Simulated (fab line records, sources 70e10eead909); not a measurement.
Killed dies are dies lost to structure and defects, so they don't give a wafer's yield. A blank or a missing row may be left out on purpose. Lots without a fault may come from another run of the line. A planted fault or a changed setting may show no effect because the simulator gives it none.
Chamber matching | flow nand_harc | NHARC_A_DECK1_JOINT_ETCHBACK_00 on rie_si-03: 4 sister chambers
The step etches the open film in HBr, target depth 30 nm, time 17.4 s. 16 wafers are shown with their chamber, then 8 later ones without.

WAFERS WITH THEIR CHAMBER
wafer  | chamber | drypump_motor_current_A (A) | oes_product_au (a.u.) | chamber_pressure_mTorr (mTorr)
L074.2 | 1       | 6.2                         | 1.008                 | 14.999
L074.3 | 3       | 5.9                         | 1.005                 | 15.016
L074.4 | 0       | 5.2                         | 1.000                 | 15.006
L077.2 | 0       | 5.2                         | 0.993                 | 15.032
L077.3 | 1       | 6.2                         | 1.002                 | 14.995
L077.6 | 3       | 5.9                         | 1.009                 | 15.007
L080.3 | 3       | 5.9                         | 1.005                 | 15.012
L080.4 | 0       | 5.2                         | 1.006                 | 15.018
L080.5 | 0       | 5.1                         | 1.002                 | 14.997
L083.3 | 2       | 6.0                         | 0.993                 | 15.005
L083.4 | 0       | 5.1                         | 0.994                 | 15.005
L083.6 | 2       | 6.0                         | 0.988                 | 15.020
L085.3 | 0       | 5.2                         | 1.008                 | 14.981
L085.5 | 1       | 6.2                         | 1.009                 | 15.015
L085.6 | 0       | 5.1                         | 1.008                 | 14.999
L088.2 | 3       | 5.9                         | 1.001                 | 15.007

SIGNATURES (means of the wafers above)
reading                 | chamber 0 | chamber 1 | chamber 2 | chamber 3 | scatter within a chamber
drypump_motor_current_A | 5.157     | 6.200     | 6.000     | 5.900     | 0.0378
oes_product_au          | 1.00157   | 1.00633   | 0.99050   | 1.00500   | 0.00507
chamber_pressure_mTorr  | 15.00543  | 15.00300  | 15.01250  | 15.01050  | 0.0128
Rule: a wafer's distance from a chamber is the root of the sum, over the readings, of the square of ((its reading less the chamber's mean) divided by the reading's scatter). The wafer belongs to the nearest chamber; if the next one is less than 2 further off, it can't be placed. The scatter: the root of (the sum of the squares of (reading less its chamber's mean) over the shown wafers, divided by (wafers less chambers)).

WAFERS WITHOUT THEIR CHAMBER
wafer  | drypump_motor_current_A (A) | oes_product_au (a.u.) | chamber_pressure_mTorr (mTorr)
L088.3 | 6.2                         | 1.006                 | 15.010
L088.5 | 6.2                         | 1.013                 | 14.996
L092.2 | 5.2                         | 1.008                 | 15.001
L092.4 | 6.2                         | 1.010                 | 14.994
L092.5 | 5.2                         | 1.001                 | 15.004
L094.1 | 5.2                         | 1.013                 | 14.998
L094.2 | 6.0                         | 1.013                 | 14.995
L094.4 | 5.9                         | 1.011                 | 15.013

WHICH CHAMBER EACH WENT THROUGH
wafer  | from the rows above     | in truth
L088.3 | 1                       | 1
L088.5 | 1                       | 1
L092.2 | 0                       | 0
L092.4 | 1                       | 1
L092.5 | 0                       | 0
L094.1 | 0                       | 0
L094.2 | can't be placed: 3 or 2 | 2
L094.4 | 3                       | 3
Placed correctly: 7 of 8. Can't be placed from these rows: 1 (the true chamber is among the candidates in 1). Placed wrongly: 0.
